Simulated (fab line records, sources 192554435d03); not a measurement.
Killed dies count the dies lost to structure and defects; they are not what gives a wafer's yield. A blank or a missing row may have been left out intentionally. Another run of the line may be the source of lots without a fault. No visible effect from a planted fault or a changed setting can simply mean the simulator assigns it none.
Comparing a struck lot with a sound one || flow n5_finfet || 37 out of 1938 route steps
Sound: these wafers, L406.2, L406.3, L406.4. Wafers L409.2, L409.3, L409.4 were the ones struck. At the end, the cause is stated.
Order at every step that has rows: each side's tool, ch and its chambers, its first start. Under that, the readings that differ: sound wafers || struck wafers || difference of the means || sigmas: that difference in standard deviations of wafers without a fault.
alike: same words and numbers on both sides, and readings whose means sit less than 2 such deviations apart. not compared: any withheld reading, any reading some wafer has no value for, any bound like >300 that may hide the same value, and any number with overlapping values for which the record gives no deviation.
The two part at a step that has a row with sigmas, a row that says differs or no value, or rows on one side only. When numbers do not overlap yet have no deviation, they are printed without sigmas and do not part them. A reading that every wafer of one side lacks parts them only if that side has two wafers or more.

first, 9 steps without rows for these wafers: N5_BEOL_M4_ANNEAL_95 (time 240 s); N5_BEOL_M4_SPUTTER_96 (material Cu, target thk 4.5 nm, time 8.29 s); N5_BEOL_M4_ECD_50 (material Cu, target thk 300 nm); N5_BEOL_M4_ANNEAL_51 (time 90 s); N5_BEOL_M4_CMP_52 (polishes, stops on SiOC, t overpolish 6.8 s, target thk 40 nm); N5_BEOL_M4_PRE_CLEAN_60 (time 15 s); N5_BEOL_M4_CO_CAP_55 (material Co, precursor CCTBA/H2, target thk 2 nm, time 102.1 s); N5_BEOL_M4_PRE_CLEAN_56 (time 15 s); N5_BEOL_M4_DEP_57 (deposits SiCN from 3MS/NH3, target thk 8 nm, time 14 s).
N5_BEOL_M4_RC_MEAS_101:
  sound on prober-02 ch 0, day 11 14:36; struck on prober-01 ch 0, day 13 01:38
{"reading": "DIBL_N (mV/V)", "sound": "34.6 36.2 33.7", "struck": "39.4 39.5 37.7", "difference": "+4.0", "sigmas": "+2"}
  alike: DIBL_P, IOFF_N, IOFF_P, ION_N, ION_P, SS_N, SS_P, VT_N, VT_P
then, 24 steps without rows for these wafers: N5_BEOL_M5_ILD_DEP_00 (deposits SiCOH lowk from DEMS/porogen, target thk 140.64 nm, time 25.9 s); N5_BEOL_M5_CURE_79 (cures SiCOH lowk, time 240 s); N5_BEOL_M5_PECVD_70 (deposits SiO2 from TEOS/O2, target thk 16 nm, time 18 s); N5_BEOL_M5_HM_DEP_02 (deposits TiN, target thk 20 nm); N5_BEOL_M5_COAT_59 (time 60 s, resist thk 60 nm); N5_BEOL_M5_COAT_60 (time 60 s, resist thk 12 nm); N5_BEOL_M5_COAT_71 (time 60 s, resist thk 5 nm); N5_BEOL_M5_COAT_05 (resist thk 30 nm); N5_BEOL_M5_EBR_07; N5_BEOL_M5_SOFTBAKE_06 (time 60 s); N5_BEOL_M5_EXPOSE_08 (exposes mask M5, target cd 28 nm); N5_BEOL_M5_PEB_09 (peb time 60 s); N5_BEOL_M5_DEVELOP_10 (develop time 30 s); N5_BEOL_M5_DESCUM_16 (chemistry O2, time 7 s); N5_BEOL_M5_ETCH_72 (etches underlayer in N2/H2, target depth 6.5 nm, time 5.2 s); N5_BEOL_M5_ETCH_61 (etches SiARC in CF4, target depth 15.6 nm, time 26 s); N5_BEOL_M5_ETCH_62 (etches SOC in N2/H2, target depth 75 nm, overetch 15 nm, time 112.5 s); N5_BEOL_M5_STRIP_63 (strips in N2/H2); N5_BEOL_M5_STRIP_73 (strips in N2/H2); N5_BEOL_M5_STRIP_64 (strips in CF4); N5_BEOL_M5_HM_OPEN_17 (chemistry Cl2/BCl3, target TiN, target depth 20 nm, overetch 6 nm); N5_BEOL_M5_STRIP_19 (strips in O2); N5_BEOL_M5_COAT_65 (time 60 s, resist thk 60 nm); N5_BEOL_M5_COAT_66 (time 60 s, resist thk 12 nm).
-- the record jumps here: 5 days lie between the struck wafers' starts before and after (it left off in module BEOL_M5 and takes up again in module PASSIVATION, whose first step shown is number 1929 of the route) --
N5_PASSIVATION_PASS_ETCH_47: etches SiNx in CF4/O2, target depth 770 nm, time 385 s.
  sound on rie_diel-01 ch 0,1,3, day 16 03:25; struck on rie_diel-01 ch 0,1,2, day 17 22:01
{"reading": "oes_f_703_au (a.u.)", "sound": "0.82 0.82 0.78", "struck": "0.54 0.56 0.63", "difference": -0.23, "sigmas": -4}
{"reading": "rf_fwd_power_W (W)", "sound": "534.7 534.8 532.3", "struck": "405.2 404.7 403.9", "difference": -129.3, "sigmas": -72}
{"reading": "rf_vpp_V (V)", "sound": "237 240 244", "struck": "282 278 273", "difference": "+37", "sigmas": "+10"}
{"reading": "model.etch.depth_nm (nm)", "sound": "780.6 777.8 772.6", "struck": "601.9 613.2 615.9", "difference": -166.7, "sigmas": ""}
  alike: drypump_motor_current_A, oes_product_au, showerhead_plenum_p_Torr, throttle_valve_pct
  not compared: rf_hours_counter_h
N5_PASSIVATION_ETCH_54: etches SiO2 in CHF3/O2, target depth 880 nm, time 440 s.
  sound on rie_diel-01 ch 0,1,3, day 16 03:39; struck on rie_diel-01 ch 0,1,2, day 17 22:14
{"reading": "oes_product_au (a.u.)", "sound": "0.81 0.81 0.80", "struck": "0.61 0.63 0.67", "difference": -0.17, "sigmas": -4}
  alike: drypump_motor_current_A, oes_f_703_au, rf_fwd_power_W, rf_vpp_V, showerhead_plenum_p_Torr, throttle_valve_pct
  not compared: rf_hours_counter_h
N5_PASSIVATION_PROBE_49:
  record: rows for the struck wafers here (prober-01, day 18 01:04), none for the sound ones

## WHERE THEY PART
First at N5_BEOL_M4_RC_MEAS_101; last, within this record, at N5_PASSIVATION_PROBE_49.

WHY: whatever the simulator had introduced
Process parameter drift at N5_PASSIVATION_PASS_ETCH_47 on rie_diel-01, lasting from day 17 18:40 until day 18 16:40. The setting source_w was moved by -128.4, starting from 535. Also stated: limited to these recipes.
